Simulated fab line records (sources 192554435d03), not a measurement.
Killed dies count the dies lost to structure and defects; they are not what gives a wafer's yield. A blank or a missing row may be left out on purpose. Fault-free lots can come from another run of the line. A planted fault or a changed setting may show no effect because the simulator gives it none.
A single fault, viewed from 2 desks / flow n5Finfet / only its own numbers are on each desk; what lay behind them is given at the end

== FROM THE METROLOGY DESK ==
What the gauges read for every lot (on any tool): the sampled wafers with a number, averaged. Any lot whose mean is over 4 standard deviations away from the usual mean is out of limits and marked OUT; that distance is given in the brackets. Readings shown: 7 out of 12 (the first out of limits, and those lying furthest out on some lot).
Columns: A = cdNm at N5_BEOL_M0_SAQP_CD_MEAS_25, usual 12.81 nm; B = IOFF_N at N5_BEOL_M4_RC_MEAS_101, usual 0.152 nA/um; C = IOFF_P at N5_BEOL_M4_RC_MEAS_101, usual 0.21 nA/um; D = ION_N at N5_BEOL_M4_RC_MEAS_101, usual 672 uA/um; E = ION_P at N5_BEOL_M4_RC_MEAS_101, usual 462 uA/um; F = VT_N at N5_BEOL_M4_RC_MEAS_101, usual 250 mV; G = VT_P at N5_BEOL_M4_RC_MEAS_101, usual -250 mV
lot=L154; first seen here=day 6 03:39; A=12.72; B=0.123; C=0.16; D=665; E=455; F=255; G=-256
lot=L157; first seen here=day 7 02:31; A=12.71; B=0.163; C=0.20; D=677; E=461; F=252; G=-253
lot=L159; first seen here=day 7 10:02; A=12.79; B=0.131; C=0.16; D=660; E=456; F=254; G=-254
lot=L162; first seen here=day 8 03:59; A=12.91; B=0.159; C=0.21; D=676; E=464; F=250; G=-247
lot=L164; first seen here=day 8 18:59; A=12.87; B=0.119; C=0.17; D=657; E=458; F=252; G=-252
lot=L166; first seen here=day 9 07:53; A=12.92; B=0.160; C=0.22; D=673; E=464; F=248; G=-250
lot=L167; first seen here=day 9 13:38; A=12.86; B=0.195; C=0.27; D=694; E=479; F=245; G=-245
lot=L168; first seen here=day 9 16:52; A=18.89 (+25) OUT; B=-; C=-; D=-; E=-; F=-; G=-
lot=L170; first seen here=day 10 02:26; A=18.69 (+25) OUT; B=-; C=-; D=-; E=-; F=-; G=-
lot=L174; first seen here=day 11 06:50; A=12.68; B=0.144; C=0.20; D=670; E=468; F=254; G=-252
This desk finds L168, L170 out of limits, L168 being first, at day 9 18:29 (cdNm at N5_BEOL_M0_SAQP_CD_MEAS_25). In limits: L154, L157, L159, L162, L164, L166, L167, L174.

== FOR THE TOOL OWNER'S DESK: aldSin-04 ==
The tool's own readings at N5_BEOL_M0_SAQP_SPACER1_ALD_98 (deposits SiO2, target thk 12.8 nm, pulse time 1 s, purge time 2 s): means of the sampled wafers that have a number, for each lot that ran on this tool. Any lot whose mean is over 4 standard deviations away from the usual mean is out of limits and marked OUT; that distance is given in the brackets.
Columns: A = heaterPowerW at N5_BEOL_M0_SAQP_SPACER1_ALD_98, usual 481 W; B = precursorPulseHeightRel at N5_BEOL_M0_SAQP_SPACER1_ALD_98, usual 1.001
lot=L162; first seen here=day 8 04:56; A=478; B=0.998
lot=L164; first seen here=day 8 19:56; A=428; B=0.994
lot=L166; first seen here=day 9 08:50; A=481; B=0.991
lot=L167; first seen here=day 9 14:52; A=459; B=1.012
lot=L168; first seen here=day 9 17:49; A=488; B=1.010
lot=L170; first seen here=day 10 03:39; A=458; B=0.999
This desk's verdict: no lot among the 6 shows anything out of limits.

== PUT TOGETHER ==
Metrology desk: alarm possible at day 9 18:29 on L168, L170.
The desk of the tool owner found nothing out of limits.
The tool owner's desk has L168, L170 on record, within its limits.
All the named lots went through N5_BEOL_M0_SAQP_SPACER1_ALD_98 on aldSin-04.

== WHAT WAS PUT IN BY THE SIMULATOR ==
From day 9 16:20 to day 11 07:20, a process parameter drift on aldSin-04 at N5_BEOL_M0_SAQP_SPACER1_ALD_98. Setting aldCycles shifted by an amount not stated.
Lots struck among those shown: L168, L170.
Delay in hours, fault start to first out-of-limits reading, per desk: metrology desk 2.
